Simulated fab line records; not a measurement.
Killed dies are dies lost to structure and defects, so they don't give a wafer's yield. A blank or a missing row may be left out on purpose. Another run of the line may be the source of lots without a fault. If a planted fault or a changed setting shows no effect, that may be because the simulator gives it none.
Which tool is to blame? || flow n5-finfet || Sampling: 8 lots, 22 wafers, 8 of 1938 route steps

== WHAT THE GAUGES SHOWED, per wafer ==
N5_FIN_SAQP_CD_MEAS_37 targets a cd of 8 nm. Usual: 8.09 nm for cd-nm, sd 0.26.
{"lot": "L925", "measured": "day 3 08:32", "on": "cd-sem-02", "cd-nm (nm)": "8.06 8.14 8.14", "flag": ""}
{"lot": "L926", "measured": "day 3 15:23", "on": "cd-sem-03", "cd-nm (nm)": "7.81 8.19", "flag": ""}
{"lot": "L930", "measured": "day 4 13:52", "on": "cd-sem-02", "cd-nm (nm)": "8.21 7.91 8.32", "flag": ""}
{"lot": "L932", "measured": "day 5 02:28", "on": "cd-sem-01", "cd-nm (nm)": "7.93 7.54 7.80", "flag": ""}
{"lot": "L933", "measured": "day 5 09:56", "on": "cd-sem-01", "cd-nm (nm)": "8.11 8.24 8.13", "flag": ""}
{"lot": "L934", "measured": "day 5 17:47", "on": "cd-sem-02", "cd-nm (nm)": "8.29 8.38 8.19", "flag": ""}
{"lot": "L935", "measured": "day 6 00:49", "on": "cd-sem-03", "cd-nm (nm)": "8.16 8.14 7.63", "flag": ""}
{"lot": "L940", "measured": "day 7 02:35", "on": "cd-sem-02", "cd-nm (nm)": "8.09 8.07", "flag": ""}

N5_FIN_SAQP_INSPECT_40: inspects for defects (brightfield). Usual: 233 for raw-defect-count, sd 71.
{"lot": "L925", "measured": "day 3 08:40", "on": "defect-inspect-02", "raw-defect-count": "224 193 132", "flag": ""}
{"lot": "L926", "measured": "day 3 15:30", "on": "defect-inspect-01", "raw-defect-count": "247 222", "flag": ""}
{"lot": "L930", "measured": "day 4 13:59", "on": "defect-inspect-01", "raw-defect-count": "164 402 237", "flag": ""}
{"lot": "L932", "measured": "day 5 02:36", "on": "defect-inspect-01", "raw-defect-count": "543 235 533", "flag": ""}
{"lot": "L933", "measured": "day 5 10:04", "on": "defect-inspect-02", "raw-defect-count": "524 324 213", "flag": ""}
{"lot": "L934", "measured": "day 5 17:54", "on": "defect-inspect-01", "raw-defect-count": "442 495 133", "flag": ""}
{"lot": "L935", "measured": "day 6 00:56", "on": "defect-inspect-02", "raw-defect-count": "175 184 233", "flag": ""}
{"lot": "L940", "measured": "day 7 02:43", "on": "defect-inspect-01", "raw-defect-count": "134 192", "flag": ""}

N5_FIN_CUT_INSPECT_10: inspects for defects (brightfield). Usual: 42 for raw-defect-count, sd 12.
{"lot": "L925", "measured": "day 3 09:11", "on": "defect-inspect-01", "raw-defect-count": "40 35 21", "flag": ""}
{"lot": "L926", "measured": "day 3 16:01", "on": "defect-inspect-02", "raw-defect-count": "59 39", "flag": ""}
{"lot": "L930", "measured": "day 4 14:31", "on": "defect-inspect-02", "raw-defect-count": "33 78 46", "flag": ""}
{"lot": "L932", "measured": "day 5 02:59", "on": "defect-inspect-01", "raw-defect-count": "311 41 320", "flag": "OFF"}
{"lot": "L933", "measured": "day 5 10:28", "on": "defect-inspect-02", "raw-defect-count": "86 63 48", "flag": ""}
{"lot": "L934", "measured": "day 5 18:25", "on": "defect-inspect-02", "raw-defect-count": "315 305 37", "flag": "OFF"}
{"lot": "L935", "measured": "day 6 01:27", "on": "defect-inspect-01", "raw-defect-count": "31 27 39", "flag": ""}
{"lot": "L940", "measured": "day 7 03:07", "on": "defect-inspect-02", "raw-defect-count": "23 39", "flag": ""}

N5_FIN_CUT_INSPECT_17: inspects for defects (brightfield). Usual: 237 for raw-defect-count, sd 71.
{"lot": "L925", "measured": "day 3 10:09", "on": "defect-inspect-01", "raw-defect-count": "212 170 118", "flag": ""}
{"lot": "L926", "measured": "day 3 16:58", "on": "defect-inspect-01", "raw-defect-count": "256 229", "flag": ""}
{"lot": "L930", "measured": "day 4 15:27", "on": "defect-inspect-01", "raw-defect-count": "165 414 230", "flag": ""}
{"lot": "L932", "measured": "day 5 04:04", "on": "defect-inspect-01", "raw-defect-count": "536 235 538", "flag": ""}
{"lot": "L933", "measured": "day 5 11:25", "on": "defect-inspect-01", "raw-defect-count": "490 289 207", "flag": ""}
{"lot": "L934", "measured": "day 5 19:23", "on": "defect-inspect-02", "raw-defect-count": "439 515 145", "flag": ""}
{"lot": "L935", "measured": "day 6 02:52", "on": "defect-inspect-02", "raw-defect-count": "182 187 234", "flag": ""}
{"lot": "L940", "measured": "day 7 04:19", "on": "defect-inspect-02", "raw-defect-count": "149 209", "flag": ""}

N5_BEOL_M4_RC_MEAS_101. Usual: DIBL_N 36.2 mV/V, standard deviation 2.4; DIBL_P 36.2 mV/V, standard deviation 2.6; IOFF_N 0.16 nA/um, standard deviation 0.045; IOFF_P 0.21 nA/um, standard deviation 0.046; ION_N 674 uA/um, standard deviation 17; ION_P 463 uA/um, standard deviation 11; SS_N 71.5 mV/dec, standard deviation 0.77; SS_P 73.1 mV/dec, standard deviation 0.76; VT_N 250 mV, standard deviation 3.9; VT_P -250 mV, standard deviation 3.9.
{"lot": "L925", "measured": "day 8 20:34", "on": "prober-01", "DIBL_N (mV/V)": "35.7 33.3 34.0", "DIBL_P (mV/V)": "35.2 34.2 35.0", "IOFF_N (nA/um)": "0.16 0.12 0.12", "IOFF_P (nA/um)": "0.19 0.17 0.19", "ION_N (uA/um)": "665 652 651", "ION_P (uA/um)": "452 453 457", "SS_N (mV/dec)": "71.9 70.8 70.7", "SS_P (mV/dec)": "72.6 72.6 72.9", "VT_N (mV)": "251 254 256", "VT_P (mV)": "-254 -253 -251", "flag": ""}
{"lot": "L926", "measured": "day 10 22:53", "on": "prober-02", "DIBL_N (mV/V)": "36.6 36.7", "DIBL_P (mV/V)": "37.4 37.1", "IOFF_N (nA/um)": "0.16 0.17", "IOFF_P (nA/um)": "0.21 0.20", "ION_N (uA/um)": "689 683", "ION_P (uA/um)": "469 461", "SS_N (mV/dec)": "71.8 71.7", "SS_P (mV/dec)": "73.1 73.0", "VT_N (mV)": "249 249", "VT_P (mV)": "-250 -253", "flag": ""}
{"lot": "L930", "measured": "day 11 05:39", "on": "prober-02", "DIBL_N (mV/V)": "34.9 37.4 36.3", "DIBL_P (mV/V)": "35.3 36.0 35.8", "IOFF_N (nA/um)": "0.14 0.19 0.16", "IOFF_P (nA/um)": "0.21 0.22 0.22", "ION_N (uA/um)": "678 669 669", "ION_P (uA/um)": "467 460 461", "SS_N (mV/dec)": "71.3 72.6 71.0", "SS_P (mV/dec)": "72.5 73.1 73.3", "VT_N (mV)": "250 248 248", "VT_P (mV)": "-248 -251 -249", "flag": ""}
{"lot": "L932", "measured": "day 11 09:36", "on": "prober-01", "DIBL_N (mV/V)": "37.6 31.5 36.7", "DIBL_P (mV/V)": "36.0 28.5 34.3", "IOFF_N (nA/um)": "0.17 0.09 0.17", "IOFF_P (nA/um)": "0.26 0.14 0.23", "ION_N (uA/um)": "671 648 681", "ION_P (uA/um)": "466 451 471", "SS_N (mV/dec)": "71.2 69.6 71.2", "SS_P (mV/dec)": "73.7 72.5 73.0", "VT_N (mV)": "250 254 246", "VT_P (mV)": "-246 -254 -243", "flag": ""}
{"lot": "L933", "measured": "day 11 11:46", "on": "prober-01", "DIBL_N (mV/V)": "36.1 36.9 35.0", "DIBL_P (mV/V)": "35.5 35.6 33.6", "IOFF_N (nA/um)": "0.16 0.19 0.14", "IOFF_P (nA/um)": "0.25 0.24 0.21", "ION_N (uA/um)": "674 676 681", "ION_P (uA/um)": "467 466 476", "SS_N (mV/dec)": "72.1 72.6 71.0", "SS_P (mV/dec)": "73.8 73.7 73.0", "VT_N (mV)": "249 245 251", "VT_P (mV)": "-247 -247 -251", "flag": ""}
{"lot": "L934", "measured": "day 11 14:35", "on": "prober-01", "DIBL_N (mV/V)": "39.9 36.7 36.6", "DIBL_P (mV/V)": "39.5 35.6 35.2", "IOFF_N (nA/um)": "0.23 0.16 0.16", "IOFF_P (nA/um)": "0.33 0.24 0.24", "ION_N (uA/um)": "676 674 696", "ION_P (uA/um)": "469 469 476", "SS_N (mV/dec)": "73.1 71.7 71.7", "SS_P (mV/dec)": "74.4 73.7 73.8", "VT_N (mV)": "246 250 250", "VT_P (mV)": "-244 -247 -246", "flag": ""}
{"lot": "L935", "measured": "day 11 17:31", "on": "prober-01", "DIBL_N (mV/V)": "35.7 34.6 36.0", "DIBL_P (mV/V)": "38.0 36.0 37.9", "IOFF_N (nA/um)": "0.18 0.16 0.16", "IOFF_P (nA/um)": "0.21 0.18 0.20", "ION_N (uA/um)": "688 691 665", "ION_P (uA/um)": "468 468 458", "SS_N (mV/dec)": "71.6 71.2 71.8", "SS_P (mV/dec)": "73.2 72.8 73.8", "VT_N (mV)": "247 248 250", "VT_P (mV)": "-251 -252 -252", "flag": ""}
{"lot": "L940", "measured": "day 13 06:20", "on": "prober-02", "DIBL_N (mV/V)": "37.1 35.6", "DIBL_P (mV/V)": "36.7 35.6", "IOFF_N (nA/um)": "0.18 0.15", "IOFF_P (nA/um)": "0.21 0.20", "ION_N (uA/um)": "680 657", "ION_P (uA/um)": "467 448", "SS_N (mV/dec)": "72.7 71.6", "SS_P (mV/dec)": "73.1 73.5", "VT_N (mV)": "248 252", "VT_P (mV)": "-250 -252", "flag": ""}

== TOOL THAT RAN EACH LOT (tool first, then ch and the chambers of the sampled wafers, then the start) ==
{"lot": "L925", "N5_FIN_SAQP_PECVD_06": "pecvd-03 ch 0,2, day 3 03:36", "N5_FIN_SAQP_MANDREL1_REMOVE_56": "rie-si-05 ch 1,3, day 3 06:12", "N5_FIN_SAQP_ETCH_57": "rie-diel-03 ch 0,1,2, day 3 06:22"}
{"lot": "L926", "N5_FIN_SAQP_PECVD_06": "pecvd-01 ch 0, day 3 09:42", "N5_FIN_SAQP_MANDREL1_REMOVE_56": "rie-si-05 ch 1,3, day 3 12:18", "N5_FIN_SAQP_ETCH_57": "rie-diel-03 ch 0,2, day 3 12:28"}
{"lot": "L930", "N5_FIN_SAQP_PECVD_06": "pecvd-01 ch 0,1,2, day 4 08:55", "N5_FIN_SAQP_MANDREL1_REMOVE_56": "rie-si-06 ch 0,1,2, day 4 11:45", "N5_FIN_SAQP_ETCH_57": "rie-diel-05 ch 0,3, day 4 11:55"}
{"lot": "L932", "N5_FIN_SAQP_PECVD_06": "pecvd-01 ch 0,2, day 4 21:17", "N5_FIN_SAQP_MANDREL1_REMOVE_56": "rie-si-06 ch 0,1,3, day 5 00:13", "N5_FIN_SAQP_ETCH_57": "rie-diel-03 ch 2,3, day 5 00:30"}
{"lot": "L933", "N5_FIN_SAQP_PECVD_06": "pecvd-02 ch 0,1, day 5 04:58", "N5_FIN_SAQP_MANDREL1_REMOVE_56": "rie-si-05 ch 2,3, day 5 07:30", "N5_FIN_SAQP_ETCH_57": "rie-diel-05 ch 0,3, day 5 07:40"}
{"lot": "L934", "N5_FIN_SAQP_PECVD_06": "pecvd-01 ch 0,1, day 5 10:10", "N5_FIN_SAQP_MANDREL1_REMOVE_56": "rie-si-02 ch 0,1,2, day 5 14:31", "N5_FIN_SAQP_ETCH_57": "rie-diel-03 ch 0,2, day 5 14:52"}
{"lot": "L935", "N5_FIN_SAQP_PECVD_06": "pecvd-02 ch 1,2, day 5 17:07", "N5_FIN_SAQP_MANDREL1_REMOVE_56": "rie-si-06 ch 0,1, day 5 22:29", "N5_FIN_SAQP_ETCH_57": "rie-diel-05 ch 0,1,3, day 5 22:41"}
{"lot": "L940", "N5_FIN_SAQP_PECVD_06": "pecvd-02 ch 0,2, day 6 21:18", "N5_FIN_SAQP_MANDREL1_REMOVE_56": "rie-si-05 ch 0,2, day 7 00:10", "N5_FIN_SAQP_ETCH_57": "rie-diel-03 ch 1,2, day 7 00:34"}
- N5_FIN_SAQP_PECVD_06: deposits a-Si from SiH4/He, target thk 60 nm, time 48.1 s.
- N5_FIN_SAQP_MANDREL1_REMOVE_56: chemistry HBr/Cl2/O2, target a-Si, stops on SiNx, bt time 10 s.
- N5_FIN_SAQP_ETCH_57: etches SiNx in CH3F/O2, target depth 32.5 nm, time 46.4 s.

== WHAT THE TOOLS THEMSELVES READ (means of the sampled wafers that have a number; where no wafer has one, the mark that the record gives instead) ==
N5_FIN_SAQP_PECVD_06. Usual: heater-power-w 835 W, standard deviation 80; showerhead-plenum-p-Torr 5.63 Torr, standard deviation 0.057; throttle-valve-pct 17.9 %, standard deviation 0.79.
{"lot": "L925", "tool": "pecvd-03", "heater-power-w (W)": 846, "showerhead-plenum-p-Torr (Torr)": 5.61, "throttle-valve-pct (%)": 17.5, "flag": ""}
{"lot": "L926", "tool": "pecvd-01", "heater-power-w (W)": 739, "showerhead-plenum-p-Torr (Torr)": 5.65, "throttle-valve-pct (%)": 17.2, "flag": ""}
{"lot": "L930", "tool": "pecvd-01", "heater-power-w (W)": 775, "showerhead-plenum-p-Torr (Torr)": 5.62, "throttle-valve-pct (%)": 18.0, "flag": ""}
{"lot": "L932", "tool": "pecvd-01", "heater-power-w (W)": 761, "showerhead-plenum-p-Torr (Torr)": 5.65, "throttle-valve-pct (%)": 17.2, "flag": ""}
{"lot": "L933", "tool": "pecvd-02", "heater-power-w (W)": 838, "showerhead-plenum-p-Torr (Torr)": 5.68, "throttle-valve-pct (%)": 18.4, "flag": ""}
{"lot": "L934", "tool": "pecvd-01", "heater-power-w (W)": 722, "showerhead-plenum-p-Torr (Torr)": 5.62, "throttle-valve-pct (%)": 17.9, "flag": ""}
{"lot": "L935", "tool": "pecvd-02", "heater-power-w (W)": 935, "showerhead-plenum-p-Torr (Torr)": 5.71, "throttle-valve-pct (%)": 17.8, "flag": ""}
{"lot": "L940", "tool": "pecvd-02", "heater-power-w (W)": 990, "showerhead-plenum-p-Torr (Torr)": 5.69, "throttle-valve-pct (%)": 17.9, "flag": ""}

N5_FIN_SAQP_MANDREL1_REMOVE_56. Usual: bias-w 21.99 W, standard deviation 0.064; drypump-motor-current-A 5.6 A, standard deviation 0.41; mfc-cl2-sccm 79.98 sccm, standard deviation 0.22; oes-product-au 1.000 a.u., standard deviation 0.02; throttle-valve-pct 36.7 %, standard deviation 0.45.
{"lot": "L925", "tool": "rie-si-05", "bias-w (W)": 21.94, "drypump-motor-current-A (A)": 5.6, "mfc-cl2-sccm (sccm)": 80.04, "oes-product-au (a.u.)": 1.000, "throttle-valve-pct (%)": 36.9, "flag": ""}
{"lot": "L926", "tool": "rie-si-05", "bias-w (W)": 21.99, "drypump-motor-current-A (A)": 5.7, "mfc-cl2-sccm (sccm)": 79.88, "oes-product-au (a.u.)": 0.997, "throttle-valve-pct (%)": 36.7, "flag": ""}
{"lot": "L930", "tool": "rie-si-06", "bias-w (W)": 22.00, "drypump-motor-current-A (A)": 5.3, "mfc-cl2-sccm (sccm)": 80.05, "oes-product-au (a.u.)": 0.994, "throttle-valve-pct (%)": 36.7, "flag": ""}
{"lot": "L932", "tool": "rie-si-06", "bias-w (W)": 22.04, "drypump-motor-current-A (A)": 5.4, "mfc-cl2-sccm (sccm)": 80.01, "oes-product-au (a.u.)": 0.997, "throttle-valve-pct (%)": 36.6, "flag": ""}
{"lot": "L933", "tool": "rie-si-05", "bias-w (W)": 21.97, "drypump-motor-current-A (A)": 5.7, "mfc-cl2-sccm (sccm)": 80.29, "oes-product-au (a.u.)": 1.004, "throttle-valve-pct (%)": 36.8, "flag": ""}
{"lot": "L934", "tool": "rie-si-02", "bias-w (W)": 22.01, "drypump-motor-current-A (A)": 5.2, "mfc-cl2-sccm (sccm)": 80.02, "oes-product-au (a.u.)": 1.000, "throttle-valve-pct (%)": 36.6, "flag": ""}
{"lot": "L935", "tool": "rie-si-06", "bias-w (W)": 21.99, "drypump-motor-current-A (A)": 5.3, "mfc-cl2-sccm (sccm)": 79.97, "oes-product-au (a.u.)": 0.975, "throttle-valve-pct (%)": 37.0, "flag": ""}
{"lot": "L940", "tool": "rie-si-05", "bias-w (W)": 21.95, "drypump-motor-current-A (A)": 6.1, "mfc-cl2-sccm (sccm)": 80.00, "oes-product-au (a.u.)": 1.005, "throttle-valve-pct (%)": 37.0, "flag": ""}

N5_FIN_SAQP_ETCH_57. Usual: bias-w 73.04 W, standard deviation 0.24; drypump-motor-current-A 5.7 A, standard deviation 0.31; etch-rf-on-time-s 46.2 s, standard deviation 1.7; oes_ar_750_au 0.79 a.u., standard deviation 0.086; oes-product-au 0.68 a.u., standard deviation 0.076; rf-vpp-V 302 V, standard deviation 11; showerhead-plenum-p-Torr 2.03 Torr, standard deviation 0.068; throttle-valve-pct 16.32 %, standard deviation 0.24.
{"lot": "L925", "tool": "rie-diel-03", "bias-w (W)": 73.15, "drypump-motor-current-A (A)": 5.9, "etch-rf-on-time-s (s)": 46.2, "oes_ar_750_au (a.u.)": 0.77, "oes-product-au (a.u.)": 0.66, "rf-vpp-V (V)": 306, "showerhead-plenum-p-Torr (Torr)": 2.06, "throttle-valve-pct (%)": 16.65, "flag": ""}
{"lot": "L926", "tool": "rie-diel-03", "bias-w (W)": 73.00, "drypump-motor-current-A (A)": 5.9, "etch-rf-on-time-s (s)": 45.1, "oes_ar_750_au (a.u.)": 0.81, "oes-product-au (a.u.)": 0.69, "rf-vpp-V (V)": 306, "showerhead-plenum-p-Torr (Torr)": 2.10, "throttle-valve-pct (%)": 16.61, "flag": ""}
{"lot": "L930", "tool": "rie-diel-05", "bias-w (W)": 73.20, "drypump-motor-current-A (A)": 5.7, "etch-rf-on-time-s (s)": 44.7, "oes_ar_750_au (a.u.)": 0.78, "oes-product-au (a.u.)": 0.67, "rf-vpp-V (V)": 305, "showerhead-plenum-p-Torr (Torr)": 2.01, "throttle-valve-pct (%)": 16.40, "flag": ""}
{"lot": "L932", "tool": "rie-diel-03", "bias-w (W)": 73.01, "drypump-motor-current-A (A)": 5.8, "etch-rf-on-time-s (s)": 46.6, "oes_ar_750_au (a.u.)": 0.90, "oes-product-au (a.u.)": 0.75, "rf-vpp-V (V)": 301, "showerhead-plenum-p-Torr (Torr)": 2.11, "throttle-valve-pct (%)": 16.51, "flag": ""}
{"lot": "L933", "tool": "rie-diel-05", "bias-w (W)": 72.76, "drypump-motor-current-A (A)": 5.8, "etch-rf-on-time-s (s)": 45.1, "oes_ar_750_au (a.u.)": 0.77, "oes-product-au (a.u.)": 0.67, "rf-vpp-V (V)": 304, "showerhead-plenum-p-Torr (Torr)": 2.00, "throttle-valve-pct (%)": 16.43, "flag": ""}
{"lot": "L934", "tool": "rie-diel-03", "bias-w (W)": 72.99, "drypump-motor-current-A (A)": 5.9, "etch-rf-on-time-s (s)": 46.1, "oes_ar_750_au (a.u.)": 0.75, "oes-product-au (a.u.)": 0.64, "rf-vpp-V (V)": 306, "showerhead-plenum-p-Torr (Torr)": 2.09, "throttle-valve-pct (%)": 16.61, "flag": ""}
{"lot": "L935", "tool": "rie-diel-05", "bias-w (W)": 73.20, "drypump-motor-current-A (A)": 5.6, "etch-rf-on-time-s (s)": 45.8, "oes_ar_750_au (a.u.)": 0.77, "oes-product-au (a.u.)": 0.67, "rf-vpp-V (V)": 308, "showerhead-plenum-p-Torr (Torr)": 2.04, "throttle-valve-pct (%)": 16.31, "flag": ""}
{"lot": "L940", "tool": "rie-diel-03", "bias-w (W)": 73.37, "drypump-motor-current-A (A)": 6.1, "etch-rf-on-time-s (s)": 46.4, "oes_ar_750_au (a.u.)": 0.92, "oes-product-au (a.u.)": 0.77, "rf-vpp-V (V)": 307, "showerhead-plenum-p-Torr (Torr)": 2.05, "throttle-valve-pct (%)": 16.54, "flag": ""}

== THE ANSWER, worked out from the rows above alone ==
Rule: a lot counts as off when the mean over its wafers that have a number is more than 3 standard deviations away from the usual mean. Also off: a lot with no number at a reading for which 4 or more lots have one. Any other lot the step has rows for is counted as sound. After the gauges, taken in route order, come the tools' own readings; for these a lot's mean is taken, as printed above. At the first step where some lot is off, the reading lying furthest off is the one used; lots without a number count as furthest.
Off: L932, L934 (N5_FIN_CUT_INSPECT_10, raw-defect-count).
If a tool, at a process step before that reading, ran all the lots that are off and no sound lot after the first of them, it fits. The gauges at N5_FIN_CUT_INSPECT_10 are tried like those tools. One candidate fits, namely pecvd-01 at N5_FIN_SAQP_PECVD_06. A fault onset in the window from L930 (day 4 08:55, its last sound lot) to L932 (day 4 21:17, its first lot off) fits.

== WHAT THE SIMULATOR PUT IN ==
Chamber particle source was pecvd-01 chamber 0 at N5_FIN_SAQP_PECVD_06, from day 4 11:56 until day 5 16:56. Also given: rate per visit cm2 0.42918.
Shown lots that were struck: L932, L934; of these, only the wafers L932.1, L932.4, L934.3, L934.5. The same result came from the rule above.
